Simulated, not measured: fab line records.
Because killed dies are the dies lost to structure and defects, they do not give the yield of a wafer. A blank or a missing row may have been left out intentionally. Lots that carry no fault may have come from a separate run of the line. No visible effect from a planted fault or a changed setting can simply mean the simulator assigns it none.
3 desks looking at one fault :: flow nand_harc :: each desk has only its own numbers; what lay behind them comes last

## FOR THE TOOL OWNER'S DESK: rie_metal-03
The tool's own readings at NHARC_THIN_TSV_ETCH_59 (etches the open film in Cl2/BCl3, target depth 880 nm, time 138.1 s): means of the sampled wafers that have a number, for each lot that ran on this tool. Any lot whose mean is over 4 standard deviations away from the usual mean is out of limits and marked OUT; that distance is given in the brackets.
Columns: A = chamber_pressure_mTorr at NHARC_THIN_TSV_ETCH_59, usual 10.000 mTorr; B = drypump_motor_current_A at NHARC_THIN_TSV_ETCH_59, usual 5.8 A; C = oes_product_au at NHARC_THIN_TSV_ETCH_59, usual 1.000 a.u.; D = throttle_valve_pct at NHARC_THIN_TSV_ETCH_59, usual 22.264 %
lot: L283
first seen here: day 19 01:05
A: 10.003
B: 5.7
C: 0.999
D: 22.271

lot: L289
first seen here: day 20 10:55
A: 9.990
B: 5.8
C: 0.999
D: 22.262

lot: L296
first seen here: day 22 23:20
A: 10.000
B: 6.2
C: 0.987
D: 22.273
This desk found nothing out of limits on any of the 3 lots.

## THE DEFECT DESK
Inspection counts along the route, by lot: the mean over sampled wafers that carry a number. Any lot whose mean is over 4 standard deviations away from the usual mean is out of limits and marked OUT; that distance is given in the brackets.
Columns: A = raw_defect_count at NHARC_THIN_TSV_INSPECT_40, usual 467
lot: L282
first seen here: day 19 01:27
A: 521

lot: L283
first seen here: day 19 05:35
A: 494

lot: L284
first seen here: day 19 05:35
A: 391

lot: L286
first seen here: day 19 15:22
A: 433

lot: L287
first seen here: day 20 04:41
A: 496

lot: L288
first seen here: day 20 04:41
A: 384

lot: L289
first seen here: day 20 16:13
A: 437

lot: L296
first seen here: day 23 03:27
A: 547

lot: L301
first seen here: day 23 23:16
A: 539

lot: L302
first seen here: day 24 12:32
A: 470

lot: L303
first seen here: day 24 12:32
A: 580

lot: L305
first seen here: day 24 17:20
A: 485

lot: L304
first seen here: day 25 11:08
A: 460
This desk found nothing out of limits on any of the 13 lots.

## FROM THE METROLOGY DESK
What the gauges read, lot by lot, whatever tool the lot ran on: means of the sampled wafers that have a number. Any lot whose mean is over 4 standard deviations away from the usual mean is out of limits and marked OUT; that distance is given in the brackets.
Columns: A = cd_nm at NHARC_THIN_TSV_CD_MEAS_37, usual 4999.9 nm
lot: L282
first seen here: day 18 22:19
A: 5000.4

lot: L284
first seen here: day 19 01:09
A: 5000.7

lot: L283
first seen here: day 19 02:14
A: 4998.7

lot: L286
first seen here: day 19 11:10
A: 4996.7

lot: L288
first seen here: day 20 00:29
A: 4998.2

lot: L287
first seen here: day 20 01:38
A: 5000.7

lot: L289
first seen here: day 20 12:01
A: 5000.6

lot: L296
first seen here: day 23 00:26
A: 5002.8

lot: L301
first seen here: day 23 20:46
A: 4998.2

lot: L303
first seen here: day 24 04:53
A: 4999.4

lot: L302
first seen here: day 24 06:08
A: 5000.1

lot: L305
first seen here: day 24 12:25
A: 4997.2

lot: L304
first seen here: day 25 07:47
A: 4998.2
This desk found nothing out of limits on any of the 13 lots.

## ALL TOGETHER
The tool owner's desk saw nothing out of limits.
Nothing the defect desk looked at was out of limits.
Nothing out of limits was seen by the metrology desk.

## WHAT THE SIMULATOR HAD PUT IN
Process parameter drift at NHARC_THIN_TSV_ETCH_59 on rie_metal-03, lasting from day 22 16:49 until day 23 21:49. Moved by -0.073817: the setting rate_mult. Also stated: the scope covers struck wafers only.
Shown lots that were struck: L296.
